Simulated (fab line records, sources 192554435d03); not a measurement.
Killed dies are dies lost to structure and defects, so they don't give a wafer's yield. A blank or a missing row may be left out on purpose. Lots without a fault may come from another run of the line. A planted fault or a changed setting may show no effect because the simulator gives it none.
Split-lot experiment | flow n5_finfet | 7 lots, 21 wafers read, on a route of 1938 steps

THE SPLIT
At N5_BEOL_M7_ETCH_41 (etches SiCN in CH3F/O2, target depth 31.9 nm, time 57.8 s), the setting source_w was moved away from the recipe's 395 W on 8 of the 21 wafers read, by -16.2% to +17.3%. The other wafers ran this setting at the recipe's value.

The reading is taken at the split's own step.

THE READING
rf_vpp_V, in V, at N5_BEOL_M7_ETCH_41 (etches SiCN in CH3F/O2, target depth 31.9 nm, time 57.8 s). Fault-free wafers of this fab line usually give 297.4 V, standard deviation 1.4 V.

wafer  | tool, chamber at the split | source_w as run, W | against the recipe | rf_vpp_V, V | against lot-mates on the recipe
L076.2 | rie_diel-03, 3             | 395                | recipe             | 296.7       | -
L076.4 | rie_diel-03, 0             | 331                | -16.2%             | 316.6       | +20.4
L076.5 | rie_diel-03, 2             | 395                | recipe             | 295.8       | -
L082.1 | rie_diel-05, 1             | 395                | recipe             | 300.3       | -
L082.2 | rie_diel-05, 3             | 395                | recipe             | 298.6       | -
L082.3 | rie_diel-05, 0             | 438.8              | +11.1%             | 287.0       | -12.5
L088.4 | rie_diel-03, 1             | 395                | recipe             | 298.4       | -
L088.5 | rie_diel-03, 0             | 395                | recipe             | 299.2       | -
L088.6 | rie_diel-03, 1             | 395                | recipe             | 297.8       | -
L086.2 | rie_diel-05, 3             | 424.3              | +7.4%              | 291.5       | -6.5
L086.5 | rie_diel-05, 0             | 395                | recipe             | 298.0       | -
L086.6 | rie_diel-05, 3             | 424.3              | +7.4%              | 292.5       | -5.5
L087.2 | rie_diel-03, 3             | 395                | recipe             | 297.3       | -
L087.3 | rie_diel-03, 2             | 395                | recipe             | 296.3       | -
L087.6 | rie_diel-03, 1             | 395                | recipe             | 298.7       | -
L089.1 | rie_diel-06, 2             | 395                | recipe             | 297.4       | -
L089.5 | rie_diel-06, 3             | 457.9              | +15.9%             | 283.7       | -12.2
L089.6 | rie_diel-06, 2             | 395                | recipe             | 294.4       | -
L091.3 | rie_diel-03, 0             | 463.3              | +17.3%             | 282.9       | no lot-mate on the recipe
L091.4 | rie_diel-03, 2             | 463.3              | +17.3%             | 279.7       | no lot-mate on the recipe
L091.5 | rie_diel-03, 3             | 463.3              | +17.3%             | 282.4       | no lot-mate on the recipe

THE FIT
A straight line over all 21 wafers: rf_vpp_V changes by -0.97 V for each +1% of source_w; r = -0.98; the points scatter about the line by 1.6 V.
The same after taking each lot's own level away (the mean of its wafers on the recipe; 18 wafers): -1.02 V for each +1%; r = -0.97; scatter 1.6 V.
On that fit, the largest move of source_w shifts the reading by 18 V.
The lots' own levels span 295.90 to 299.45 V, that is 2.5 times the standard deviation above.
So the lot-to-lot level changes the slope little: the two slopes agree.
Check: with one of the wafers moved furthest among these (-16.2%) left out of the fit, the line predicts +14 V for it against its lot-mates. It came out at +20.4 V against them.
Tool readings at the split's step, against how far the setting was moved: rf_vpp_V r = -0.98.

OTHER SPLITS ON THESE WAFERS
These wafers also went through other splits before the reading. Each is held against what the fit with the lots' levels taken away leaves over:
other split on the same wafers  | wafers away from the commonest value | r with rf_vpp_V (lot level and that fit taken away)
N5_BEOL_M7_COAT_05 spin_rpm     | 2                                    | -
N5_BEOL_M7_VIA_ETCH_34 source_w | 10                                   | +0.10

THE WHOLE CHAIN: every reading that the file lists as answering this split, in the file's order
step               | what it does                                              | reading                                                        | change (the file's fit)                | r (the file's)
N5_BEOL_M7_ETCH_41 | etches SiCN in CH3F/O2, target depth 31.9 nm, time 57.8 s | rf_vpp_V                                                       | -1.02 V for each +1% of the setting    | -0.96
N5_BEOL_M7_ETCH_41 | etches SiCN in CH3F/O2, target depth 31.9 nm, time 57.8 s | etch.depth_nm (the simulator's own value, which no gauge read) | +0.0953 nm for each +1% of the setting | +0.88

THE FILE'S OWN FIT
rf_vpp_V changes by -1.02 V for each +1% of source_w, r = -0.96.
